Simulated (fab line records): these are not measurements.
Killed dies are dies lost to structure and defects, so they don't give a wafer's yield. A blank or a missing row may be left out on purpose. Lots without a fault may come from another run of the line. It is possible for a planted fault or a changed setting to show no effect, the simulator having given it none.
fab line records	flow nandHarc
record: lots: 6	wafers: 18	lastDay: 33
route steps=1302 shown A_DECK1_JOINT@541 A_ONON_D2@545 END@1302
lots with no fault: from the same line, run without faults
startH: start of the lot's first displayed wafer, in hours after the record's first day	waitH: hours since the lot's step before	" as in the row above	L1.1+2: one row covering several wafers at once	- either no value or no given start	* or withheld: withheld	< > ~ a bound
route shown NAME@n: names a module that has steps shown in the file, with the first one's number in the route	usual: the fault-free wafers' mean and standard deviation	same: alike in all rows	chamber/n: place in a boat	sites: the reading at each site	_std_site: how widely they spread, as a standard deviation	_edge_site: inner sites' mean taken away from outer sites' mean	radiusMm: how far each site lies from the wafer's centre	mask NAME#n: copy n	behind: the tool/chamber that last shaped the wafer	hold: why the lot went on hold/how many hours it stayed there/how the hold came to an end	device: the transistor (n, p or np) that didn't switch	end of line: the same wafers' tests at the end of the route	a step without rows: its recipe alone	killed: the dies lost at the first sort to structure and to defects; this is not the yield of the wafer	map: the dies of a wafer, with x for killed, . for not killed, _ for no die there
set.NAME: setting as actually run; set.NAME@STEP: the setting as run at that earlier step	model.NAME: the simulator's own value behind a step, which no gauge read
certain route steps with their lots: each step a table, each wafer a row
services: a tool's chamber out of use, with start hour (startH, from the record's first day; less than 0 if before it), hours out, and reason
== steps ==
step: NHARC_A_DECK1_JOINT_SRD_15
step: NHARC_A_DECK1_JOINT_DEP_16
recipe: targetThkA: 450	tempC: 400	pressureTorr: 6.5	rfW: 900	teosFlowSccm: 161.4	flowSccm: 2650	targetThkNm: 45	gas: O2	material: SiO2
usual: heaterPowerOuterW: 319/83	heaterPowerW: 560/110	throttleValvePct: 15.7/0.5
lot.wafer	tool	chamber	startH	waitH	heaterPowerOuterW	heaterPowerW	throttleValvePct
L974.6	pecvd-03	1	298.46	0.3	238	416	16.7
L974.5	"	2	"	"	216	465	16.6
L974.4	"	0	"	"	226	436	15.1
L978.2	pecvd-03	1	341.90	0.1	220	370	16.4
L978.3	"	0	"	"	260	475	15.1
L978.6	"	0	"	"	268	468	15.0
L976.3	pecvd-01	0	342.02	0.2	390	601	15.9
L976.1	"	1	"	"	310	516	16.2
L976.6	"	2	"	"	280	508	15.4
L988.2	pecvd-02	2	441.78	0.1	369	723	15.9
L988.3	"	0	"	"	388	657	14.8
L988.6	"	1	"	"	356	571	15.4
L989.2	pecvd-02	2	462.00	0.1	304	627	15.9
L989.4	"	0	"	"	417	698	14.7
L989.6	"	2	"	"	308	638	15.9
L993.1	pecvd-02	0	485.89	0.1	421	696	14.9
L993.4	"	1	"	"	300	497	15.3
L993.6	"	1	"	"	314	495	15.7
step: NHARC_A_DECK1_JOINT_THK_MEAS_17
recipe: thkMeasGauge: ellipsometry
usual: thkNm: 44.9/1.2
lot.wafer	tool	chamber	startH	waitH	thkNm
L974.4	filmMetro-02	-	298.66	0.1	42.8
L974.5	"	-	"	"	45.4
L974.6	"	-	"	"	45.3
L978.2	filmMetro-02	-	342.18	0.3	44.3
L978.3	"	-	"	"	43.8
L978.6	"	-	"	"	46.1
L976.1	filmMetro-01	-	342.30	0.2	44.4
L976.3	"	-	"	"	45.0
L976.6	"	-	"	"	45.5
L988.2	filmMetro-02	-	442.03	0.2	43.7
L988.3	"	-	"	"	42.1
L988.6	"	-	"	"	46.8
L989.2	filmMetro-01	-	462.22	0.2	46.6
L989.4	"	-	"	"	45.8
L989.6	"	-	"	"	46.1
L993.1	filmMetro-02	-	486.25	0.3	44.4
L993.4	"	-	"	"	47.0
L993.6	"	-	"	"	45.6
step: NHARC_A_DECK1_JOINT_INSPECT_05
usual: rawDefectCount: 349/130
lot.wafer	tool	chamber	startH	waitH	rawDefectCount
L974.4	defectInspect-01	-	298.69	0.0	608
L974.5	"	-	"	"	844
L974.6	"	-	"	"	995
L978.2	defectInspect-02	-	342.21	0.0	221
L978.3	"	-	"	"	242
L978.6	"	-	"	"	245
L976.1	defectInspect-01	-	342.34	0.0	326
L976.3	"	-	"	"	342
L976.6	"	-	"	"	337
L988.2	defectInspect-02	-	442.07	0.0	382
L988.3	"	-	"	"	156
L988.6	"	-	"	"	221
L989.2	defectInspect-02	-	462.26	0.0	307
L989.4	"	-	"	"	266
L989.6	"	-	"	"	485
L993.1	defectInspect-02	-	486.28	0.0	271
L993.4	"	-	"	"	320
L993.6	"	-	"	"	198
step: NHARC_A_ONON_D2_DEP_00
recipe: targetThkA: 10000	n2FlowSccm: 2750	n2oFlowSccm: 2000	nh3FlowSccm: 500	sih4FlowSccm: 210	tempC: 400
step: NHARC_A_ONON_D2_THK_MEAS_02
recipe: thkMeasGauge: ellipsometry
usual: thkNm: 1003/10
lot.wafer	tool	chamber	startH	waitH	thkNm
L974.4	filmMetro-02	-	299.27	-	1006
L974.5	"	-	"	"	1005
L974.6	"	-	"	"	1006
L978.2	filmMetro-01	-	342.79	-	1018
L978.3	"	-	"	"	1017
L978.6	"	-	"	"	1016
L976.1	filmMetro-02	-	342.93	-	1007
L976.3	"	-	"	"	1006
L976.6	"	-	"	"	1008
L988.2	filmMetro-02	-	442.64	-	997
L988.3	"	-	"	"	997
L988.6	"	-	"	"	997
L989.2	filmMetro-02	-	462.83	-	1019
L989.4	"	-	"	"	1020
L989.6	"	-	"	"	1020
L993.1	filmMetro-02	-	486.86	-	991
L993.4	"	-	"	"	994
L993.6	"	-	"	"	991
step: NHARC_A_ONON_D2_DEP_03
recipe: targetThkA: 10000	n2FlowSccm: 2750	n2oFlowSccm: 2000	nh3FlowSccm: 500	sih4FlowSccm: 210	tempC: 400
step: NHARC_A_ONON_D2_THK_MEAS_05
recipe: thkMeasGauge: ellipsometry
usual: thkNm: 1005/8.2
lot.wafer	tool	chamber	startH	waitH	thkNm
L974.4	filmMetro-02	-	299.83	-	1010
L974.5	"	-	"	"	1009
L974.6	"	-	"	"	1010
L978.2	filmMetro-01	-	343.36	-	998
L978.3	"	-	"	"	998
L978.6	"	-	"	"	997
L976.1	filmMetro-01	-	343.71	-	990
L976.3	"	-	"	"	990
L976.6	"	-	"	"	989
L988.2	filmMetro-02	-	443.21	-	998
L988.3	"	-	"	"	997
L988.6	"	-	"	"	999
L989.2	filmMetro-01	-	463.40	-	999
L989.4	"	-	"	"	999
L989.6	"	-	"	"	999
L993.1	filmMetro-01	-	487.42	-	1008
L993.4	"	-	"	"	1006
L993.6	"	-	"	"	1008
step: NHARC_A_ONON_D2_DEP_06
recipe: targetThkA: 10000	n2FlowSccm: 2750	n2oFlowSccm: 2000	nh3FlowSccm: 500	sih4FlowSccm: 210	tempC: 400
step: NHARC_A_ONON_D2_THK_MEAS_08
recipe: thkMeasGauge: ellipsometry
usual: thkNm: 1003/11
lot.wafer	tool	chamber	startH	waitH	thkNm
L974.4	filmMetro-02	-	300.40	-	998
L974.5	"	-	"	"	1000
L974.6	"	-	"	"	998
L978.2	filmMetro-01	-	343.93	-	1018
L978.3	"	-	"	"	1022
L978.6	"	-	"	"	1019
L976.1	filmMetro-01	-	344.28	-	1014
L976.3	"	-	"	"	1017
L976.6	"	-	"	"	1016
L988.2	filmMetro-01	-	443.78	-	1001
L988.3	"	-	"	"	1003
L988.6	"	-	"	"	1001
L989.2	filmMetro-02	-	463.97	-	1003
L989.4	"	-	"	"	1002
L989.6	"	-	"	"	1003
L993.1	filmMetro-02	-	487.99	-	993
L993.4	"	-	"	"	992
L993.6	"	-	"	"	993
step: NHARC_A_ONON_D2_DEP_09
recipe: targetThkA: 10000	n2FlowSccm: 2750	n2oFlowSccm: 2000	nh3FlowSccm: 500	sih4FlowSccm: 210	tempC: 400
step: NHARC_A_ONON_D2_THK_MEAS_11
recipe: thkMeasGauge: ellipsometry
usual: thkNm: 1001/9.2
lot.wafer	tool	chamber	startH	waitH	thkNm
L974.4	filmMetro-02	-	300.97	-	1008
L974.5	"	-	"	"	1007
L974.6	"	-	"	"	1007
L978.2	filmMetro-02	-	344.50	-	1019
L978.3	"	-	"	"	1021
L978.6	"	-	"	"	1023
L976.1	filmMetro-01	-	344.84	-	985
L976.3	"	-	"	"	982
L976.6	"	-	"	"	982
L988.2	filmMetro-01	-	444.34	-	996
L988.3	"	-	"	"	995
L988.6	"	-	"	"	995
L989.2	filmMetro-01	-	464.54	-	1012
L989.4	"	-	"	"	1014
L989.6	"	-	"	"	1014
L993.1	filmMetro-02	-	488.56	-	1001
L993.4	"	-	"	"	999
L993.6	"	-	"	"	998
step: NHARC_A_ONON_D2_DEP_12
recipe: targetThkA: 10000	n2FlowSccm: 2750	n2oFlowSccm: 2000	nh3FlowSccm: 500	sih4FlowSccm: 210	tempC: 400
lot.wafer	tool	chamber	startH	waitH
L974.4+5+6	pecvdOnon-01	0	301.19	0.2
L978.2+3+6	pecvdOnon-02	0	344.61	0.1
L976.1+3+6	pecvdOnon-02	0	344.91	0.1
L988.2+3+6	pecvdOnon-02	0	444.45	0.1
L989.2+4+6	pecvdOnon-04	0	464.65	0.1
L993.1+4+6	pecvdOnon-02	0	488.62	0.1
step: NHARC_A_ONON_D2_THK_MEAS_14
recipe: thkMeasGauge: ellipsometry
usual: thkNm: 1001/6.7
lot.wafer	tool	chamber	startH	waitH	thkNm
L974.4	filmMetro-02	-	301.53	-	1001
L974.5	"	-	"	"	1002
L974.6	"	-	"	"	1001
L978.2	filmMetro-02	-	345.07	-	1601
L978.3	"	-	"	"	1603
L978.6	"	-	"	"	1603
L976.1	filmMetro-01	-	345.42	-	1595
L976.3	"	-	"	"	1594
L976.6	"	-	"	"	1596
L988.2	filmMetro-01	-	444.91	-	1000
L988.3	"	-	"	"	998
L988.6	"	-	"	"	1000
L989.2	filmMetro-02	-	465.11	-	1002
L989.4	"	-	"	"	1001
L989.6	"	-	"	"	1000
L993.1	filmMetro-02	-	489.12	-	991
L993.4	"	-	"	"	990
L993.6	"	-	"	"	992
step: NHARC_A_ONON_D2_ANNEAL_15
recipe: tempC: 750	timeS: 3600
step: NHARC_END_SORT_01
recipe: tempC: 25
usual: killedAtArray: 62/22	killedAtOther: 1.0/1.4	killedAtPeriphery: 4.2/2.8	killedDies: 67/23	killedOpen: 3.1/1.7	killedShort: 2.1/1.5
same: grossDies: 677
lot.wafer	tool	chamber	startH	waitH	killedAtArray	killedAtOther	killedAtPeriphery	killedDies	killedOpen	killedShort
L978.2	prober-02	0	621.46	2.8	666	0	11	677	5	1
L978.3	prober-02	0	622.27	3.1	671	0	6	677	7	1
L978.6	prober-02	0	624.68	4.0	671	0	6	677	4	3
L976.1	prober-01	0	629.74	2.5	675	0	2	677	2	2
L976.3	prober-01	0	631.34	3.1	673	0	4	677	4	0
L976.6	prober-01	0	633.74	4.0	674	1	2	677	3	2
killed by level:class
L978.2 A_ONON_D2:areaDep=574 A_CHANNEL_HOLE_D1:chamberFilmFlake=32 A_SLIT:chamberFilmFlake=26 A_CHANNEL_HOLE_D2:chamberFilmFlake=25 P_M0:chamberFilmFlake=8 A_CONTACT:chamberFilmFlake=3 A_CHANNEL_FILL_D1:geometricParticle:open=2 P_M0:geometricParticle:open=1
L978.3 A_ONON_D2:areaDep=569 A_CHANNEL_HOLE_D2:chamberFilmFlake=31 A_SLIT:chamberFilmFlake=30 A_CHANNEL_HOLE_D1:chamberFilmFlake=29 A_ZERO_WELL:chamberFilmFlake=3 P_GATE:chamberFilmFlake=2 A_CONTACT:chamberFilmFlake=2 P_STI:geometricParticle:open=1
L978.6 A_ONON_D2:areaDep=600 A_SLIT:chamberFilmFlake=29 A_CHANNEL_HOLE_D1:chamberFilmFlake=21 A_CHANNEL_HOLE_D2:chamberFilmFlake=15 A_CONTACT:chamberFilmFlake=2 P_STI:geometricParticle:open=1 P_M0:geometricParticle:short=1 P_M0:geometricParticle:open=1
L976.1 A_ONON_D2:areaDep=581 A_SLIT:chamberFilmFlake=32 A_CHANNEL_HOLE_D1:chamberFilmFlake=28 A_CHANNEL_HOLE_D2:chamberFilmFlake=26 A_CONTACT:chamberFilmFlake=3 A_CHANNEL_FILL_D2:geometricParticle:open=2 P_M1:chamberFilmFlake=2 A_CHANNEL_FILL_D1:geometricParticle:short=1
L976.3 A_ONON_D2:areaDep=570 A_CHANNEL_HOLE_D2:chamberFilmFlake=33 A_CHANNEL_HOLE_D1:chamberFilmFlake=31 A_SLIT:chamberFilmFlake=26 A_CONTACT:chamberFilmFlake=6 P_M1:chamberFilmFlake=4 A_CHANNEL_FILL_D1:geometricParticle:open=2 A_DECK1_JOINT:chamberFilmFlake=2
L976.6 A_ONON_D2:areaDep=588 A_SLIT:chamberFilmFlake=31 A_CHANNEL_HOLE_D2:chamberFilmFlake=24 A_CHANNEL_HOLE_D1:chamberFilmFlake=19 A_WL_FILL:geometricParticle:short=2 A_DECK1_JOINT:chamberFilmFlake=2 A_CONTACT:chamberFilmFlake=2 A_CHANNEL_FILL_D2:chamberFilmFlake=1
map L976.1 (x killed, . not)
____________x____________
_________xxxxxxx_________
_______xxxxxxxxxxx_______
______xxxxxxxxxxxxx______
_____xxxxxxxxxxxxxxx_____
____xxxxxxxxxxxxxxxxx____
____xxxxxxxxxxxxxxxxx____
___xxxxxxxxxxxxxxxxxxx___
___xxxxxxxxxxxxxxxxxxx___
__xxxxxxxxxxxxxxxxxxxxx__
__xxxxxxxxxxxxxxxxxxxxx__
_xxxxxxxxxxxxxxxxxxxxxxx_
_xxxxxxxxxxxxxxxxxxxxxxx_
_xxxxxxxxxxxxxxxxxxxxxxx_
_xxxxxxxxxxxxxxxxxxxxxxx_
_xxxxxxxxxxxxxxxxxxxxxxx_
xxxxxxxxxxxxxxxxxxxxxxxxx
xxxxxxxxxxxxxxxxxxxxxxxxx
xxxxxxxxxxxxxxxxxxxxxxxxx
xxxxxxxxxxxxxxxxxxxxxxxxx
xxxxxxxxxxxxxxxxxxxxxxxxx
_xxxxxxxxxxxxxxxxxxxxxxx_
_xxxxxxxxxxxxxxxxxxxxxxx_
_xxxxxxxxxxxxxxxxxxxxxxx_
_xxxxxxxxxxxxxxxxxxxxxxx_
_xxxxxxxxxxxxxxxxxxxxxxx_
__xxxxxxxxxxxxxxxxxxxxx__
__xxxxxxxxxxxxxxxxxxxxx__
___xxxxxxxxxxxxxxxxxxx___
___xxxxxxxxxxxxxxxxxxx___
____xxxxxxxxxxxxxxxxx____
____xxxxxxxxxxxxxxxxx____
_____xxxxxxxxxxxxxxx_____
______xxxxxxxxxxxxx______
_______xxxxxxxxxxx_______
_________xxxxxxx_________
____________x____________
map L978.2 (x killed, . not)
____________x____________
_________xxxxxxx_________
_______xxxxxxxxxxx_______
______xxxxxxxxxxxxx______
_____xxxxxxxxxxxxxxx_____
____xxxxxxxxxxxxxxxxx____
____xxxxxxxxxxxxxxxxx____
___xxxxxxxxxxxxxxxxxxx___
___xxxxxxxxxxxxxxxxxxx___
__xxxxxxxxxxxxxxxxxxxxx__
__xxxxxxxxxxxxxxxxxxxxx__
_xxxxxxxxxxxxxxxxxxxxxxx_
_xxxxxxxxxxxxxxxxxxxxxxx_
_xxxxxxxxxxxxxxxxxxxxxxx_
_xxxxxxxxxxxxxxxxxxxxxxx_
_xxxxxxxxxxxxxxxxxxxxxxx_
xxxxxxxxxxxxxxxxxxxxxxxxx
xxxxxxxxxxxxxxxxxxxxxxxxx
xxxxxxxxxxxxxxxxxxxxxxxxx
xxxxxxxxxxxxxxxxxxxxxxxxx
xxxxxxxxxxxxxxxxxxxxxxxxx
_xxxxxxxxxxxxxxxxxxxxxxx_
_xxxxxxxxxxxxxxxxxxxxxxx_
_xxxxxxxxxxxxxxxxxxxxxxx_
_xxxxxxxxxxxxxxxxxxxxxxx_
_xxxxxxxxxxxxxxxxxxxxxxx_
__xxxxxxxxxxxxxxxxxxxxx__
__xxxxxxxxxxxxxxxxxxxxx__
___xxxxxxxxxxxxxxxxxxx___
___xxxxxxxxxxxxxxxxxxx___
____xxxxxxxxxxxxxxxxx____
____xxxxxxxxxxxxxxxxx____
_____xxxxxxxxxxxxxxx_____
______xxxxxxxxxxxxx______
_______xxxxxxxxxxx_______
_________xxxxxxx_________
____________x____________
== services ==
tool	chamber	startH	hours	kind
pecvd-03	-	277.30	0.9	repair
pecvdOnon-02	-	309.62	2.4	repair
pecvdOnon-04	-	311.39	13.0	pm
pecvd-02	1	328.06	10.2	repair
pecvd-01	-	328.99	13.0	pm
pecvd-03	1	361.79	13.5	repair
pecvd-03	-	366.43	13.0	pm
pecvd-03	0	366.43	13.0	ventCycle
pecvd-03	2	366.43	13.0	ventCycle
pecvdOnon-02	-	366.51	13.0	pm
pecvd-03	0	379.43	-	clean
pecvd-03	1	379.43	-	clean
pecvd-02	1	395.68	11.8	repair
pecvd-02	-	408.35	13.0	pm
pecvd-02	0	408.35	13.0	ventCycle
pecvd-02	1	408.35	13.0	ventCycle
pecvd-02	2	408.35	13.0	ventCycle
pecvd-02	0	421.35	-	clean
pecvd-02	1	421.35	-	clean
pecvd-02	2	421.35	-	clean
pecvdOnon-01	-	439.15	2.5	repair
pecvdOnon-01	-	450.00	13.0	pm
pecvd-01	1	459.17	21.9	repair
pecvd-02	2	480.54	13.4	repair
== key ==
firstSign: step: NHARC_A_ONON_D2_THK_MEAS_14	reading: thkNm	direction: up	sigmas: 90	usual: 1001	struck: 1599
effect: step: NHARC_END_SORT_01	reading: killedAtArray	direction: up	sigmas: 27	usual: 62	struck: 672
moreKillsBornAt: NHARC_A_ONON_D2_DEP_12@pecvdOnon-02: 3482
metAt NHARC_A_ONON_D2_DEP_12
struckWafers L976.1,L976.3,L976.6,L978.2,L978.3,L978.6
laterRowsLeftOut L976.1,L976.3,L976.6,L978.2,L978.3,L978.6
testerLeftOut L976,L978
fault: kind: processParameterDrift	tool: pecvdOnon-02	chamber: 0	onsetH: 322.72	steps: NHARC_A_ONON_D2_DEP_12	channel: targetThkA	offset: *	shape: step	endH: 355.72	actsIn: *	stated: *
testerLeftOut: of these lots the tester's yield and bins aren't shown, on N5 and GAA mostly nor the transistor test; their killed dies are dies lost to structure and defects alone, not to doping, threshold or leakage, so they don't give the yield
laterRowsLeftOut: the simulator's readings of these wafers behind a module that went badly wrong aren't trusted and aren't shown, but for the sort
